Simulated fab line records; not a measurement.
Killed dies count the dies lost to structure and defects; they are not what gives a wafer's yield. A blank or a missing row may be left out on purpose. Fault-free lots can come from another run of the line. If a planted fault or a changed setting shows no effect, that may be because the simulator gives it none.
Chamber matching :: flow nand_harc :: NHARC_A_DECK1_JOINT_CMP_13 on cmp-03 has 3 sister chambers
The step polishes, target thk 51.023 nm. 3 wafers are shown with their chamber, then 4 later ones without.

WAFERS PAIRED WITH THEIR CHAMBERS
wafer: L077.4
chamber: 2
motor_current_A (A): 11.9

wafer: L091.2
chamber: 3
motor_current_A (A): 11.5

wafer: L091.3
chamber: 1
motor_current_A (A): 13.5

WAFERS WITH NO CHAMBER GIVEN
wafer: L091.5
motor_current_A (A): 11.5

wafer: L095.1
motor_current_A (A): 11.4

wafer: L097.1
motor_current_A (A): 13.1

wafer: L097.2
motor_current_A (A): 11.9

WHICH CHAMBER EACH ONE RAN IN
wafer: L091.5
from the rows above: can't be placed: 3 or 2
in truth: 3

wafer: L095.1
from the rows above: can't be placed: 3 or 2
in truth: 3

wafer: L097.1
from the rows above: 1
in truth: 1

wafer: L097.2
from the rows above: can't be placed: 2 or 3
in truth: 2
Correctly placed: 1 of 4. Not placeable from these rows: 3 (in 3, the candidates include the true chamber). 0 placed wrongly.
How it was worked out, from the rows above alone: a wafer's distance from a chamber is the root of the sum, over the readings, of the square of ((its reading less the chamber's mean) divided by the reading's scatter). The wafer belongs to the nearest chamber; if the next one is less than 2 further off, it can't be placed. The mean given for a chamber averages the wafers shown for that chamber. The scatter (one wafer shown for each chamber): square how far every hidden wafer sits from the nearest shown wafer, average those squares and take the square root.
